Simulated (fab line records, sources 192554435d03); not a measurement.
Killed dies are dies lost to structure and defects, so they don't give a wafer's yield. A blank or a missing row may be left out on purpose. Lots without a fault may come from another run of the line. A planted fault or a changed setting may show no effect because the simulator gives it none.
A struck lot beside a sound one | flow n5_finfet | 16 steps out of a route of 1938
Sound: wafers L530.1, L530.3, L530.5. Struck: wafer L541.2. (L541.5, L541.6 of the same lot were not struck and are left out.) The cause comes at the end.
At each step with rows: each side's tool, then ch and its chambers, then its first start. Under that, the readings that differ: sound wafers | struck wafers | difference of the means | sigmas: that difference in standard deviations of wafers without a fault.
alike: readings whose means differ by less than 2 such deviations, and words and numbers that are the same on both sides. not compared: withheld readings, readings that some wafer has no value for, bounds like >300 that may hide the same value, and numbers for which the record gives no deviation and whose values overlap.
The two part at a step that has a row with sigmas, a row that says differs or no value, or rows on one side only. Numbers that don't overlap but have no deviation are shown without sigmas and don't part them. A reading that every wafer of one side lacks parts them only if that side has two wafers or more.

N5_MOL_CONTACT_COAG_INSPECT_42: inspects for defects (brightfield).
  sound on defect_inspect-01, day 5 09:19; struck on defect_inspect-01, day 8 07:33
  alike: raw_defect_count
N5_MOL_CONTACT_COAG_DESCUM_45: chemistry O2, time 7 s.
  sound on rie_diel-03 ch 1,2,3, day 5 09:23; struck on rie_diel-02 ch 1, day 8 07:35
  reading                     | sound             | struck | difference | sigmas
  drypump_motor_current_A (A) | 5.8 6.7 6.1       | 5.0    | -1.2       | -2
  temp_c (C)                  | 40.22 40.04 40.07 | 39.86  | -0.25      | -2
  alike: oes_product_au, rf_fwd_power_W, rf_vpp_V, showerhead_plenum_p_Torr, throttle_valve_pct
  not compared: rf_hours_counter_h
then, 1 step without rows for these wafers: N5_MOL_CONTACT_COAG_ETCH_65 (etches underlayer in N2/H2, target depth 13 nm, time 10.4 s).
N5_MOL_CONTACT_COAG_ETCH_66: etches SiARC in CF4, target depth 13 nm, time 21.7 s.
  sound on rie_diel-03 ch 1,2,3, day 5 09:26; struck on rie_diel-02 ch 1, day 8 07:38
  reading                     | sound       | struck | difference | sigmas
  drypump_motor_current_A (A) | 5.8 6.7 6.1 | 5.0    | -1.2       | -2
  alike: etch_rf_on_time_s, oes_product_au, rf_fwd_power_W, rf_vpp_V, showerhead_plenum_p_Torr, throttle_valve_pct
  not compared: rf_hours_counter_h
N5_MOL_CONTACT_COAG_ALD_133: deposits SiO2, target thk 5 nm, pulse time 1 s, co reactant pulse time 1 s.
  sound on ald_sin-04 ch 0,1, day 5 09:31; struck on ald_sin-03 ch 1, day 8 07:43
  alike: heater_power_w, precursor_pulse_height_rel
then, 1 step without rows for these wafers: N5_MOL_CONTACT_COAG_ETCHBACK_134 (etches SiO2 in CHF3, target depth 10 nm, time 6.7 s).
N5_MOL_CONTACT_COAG_ETCH_67: etches SOC in N2/H2, target depth 60 nm, overetch 21 nm, time 101.2 s.
  sound on rie_diel-03 ch 1,2, day 5 09:44; struck on rie_diel-03 ch 1, day 8 07:56
  reading               | sound          | struck | difference | sigmas
  oes_product_au (a.u.) | 0.65 0.82 0.81 | 0.62   | -0.14      | -2
  alike: drypump_motor_current_A, h2_flow_sccm, rf_fwd_power_W, rf_vpp_V, showerhead_plenum_p_Torr, temp_c, throttle_valve_pct
  not compared: rf_hours_counter_h
then, 4 steps without rows for these wafers: N5_MOL_CONTACT_COAG_STRIP_68 (strips in N2/H2); N5_MOL_CONTACT_COAG_STRIP_69 (strips in N2/H2); N5_MOL_CONTACT_COAG_ETCHBACK_136 (etches SiO2 in CHF3, target depth 25 nm, time 16.7 s); N5_MOL_CONTACT_COAG_STRIP_120 (strips in CHF3).
N5_MOL_CONTACT_COAG_VIA_ETCH_117: etches SiO2 in C4F6/O2, target depth 40 nm, overetch 8 nm, time 26 s.
  sound on rie_diel-03 ch 1,2, day 5 09:52; struck on rie_diel-03 ch 1, day 8 08:04
  alike: drypump_motor_current_A, oes_product_au, rf_fwd_power_W, rf_vpp_V, showerhead_plenum_p_Torr, throttle_valve_pct
  not compared: rf_hours_counter_h
N5_MOL_CONTACT_COAG_ETCH_124: etches SiNx in CH3F/O2, stops on SiOC, target depth 6.5 nm.
  sound on rie_diel-03 ch 1,2, day 5 09:53; struck on rie_diel-03 ch 1, day 8 08:05
  reading               | sound             | struck | difference | sigmas
  oes_product_au (a.u.) | 0.66 0.83 0.85    | 0.63   | -0.15      | -2
  rf_fwd_power_W (W)    | 391.4 387.7 389.4 | 485.9  | +96.4      | +54
  rf_vpp_V (V)          | 299.6 299.1 299.0 | 271.1  | -28.1      | -9
  alike: drypump_motor_current_A, showerhead_plenum_p_Torr, throttle_valve_pct
  not compared: rf_hours_counter_h, model.SOC_of_MOL_CONTACT_COAG_COAT_62.thk_nm
then, 1 step without rows for these wafers: N5_MOL_CONTACT_COAG_ETCH_48 (etches SiOC in C4F6/O2, target depth 15 nm, overetch 4.5 nm, time 17 s).
-- the record jumps here: 3 days lie between the struck wafers' starts before and after (it left off in module MOL_CONTACT_COAG and takes up again in module BEOL_M4, whose first step shown is number 1111 of the route) --
N5_BEOL_M4_RC_MEAS_101:
  sound on prober-01 ch 0, day 9 10:09; struck on prober-01 ch 0, day 11 17:28
  reading       | sound       | struck | difference | sigmas
  ION_N (uA/um) | 678 680 666 | 656    | -19        | -2
  ION_P (uA/um) | 460 467 458 | 450    | -12        | -2
  alike: DIBL_N, DIBL_P, IOFF_N, IOFF_P, SS_N, SS_P, VT_N, VT_P
N5_PASSIVATION_PROBE_49:
  the record has rows for the sound wafers here (prober-01, day 13 20:27) and none for the struck ones

WHERE THEY PART
First at N5_MOL_CONTACT_COAG_DESCUM_45; last, within this record, at N5_PASSIVATION_PROBE_49.

WHY: what the simulator had put in
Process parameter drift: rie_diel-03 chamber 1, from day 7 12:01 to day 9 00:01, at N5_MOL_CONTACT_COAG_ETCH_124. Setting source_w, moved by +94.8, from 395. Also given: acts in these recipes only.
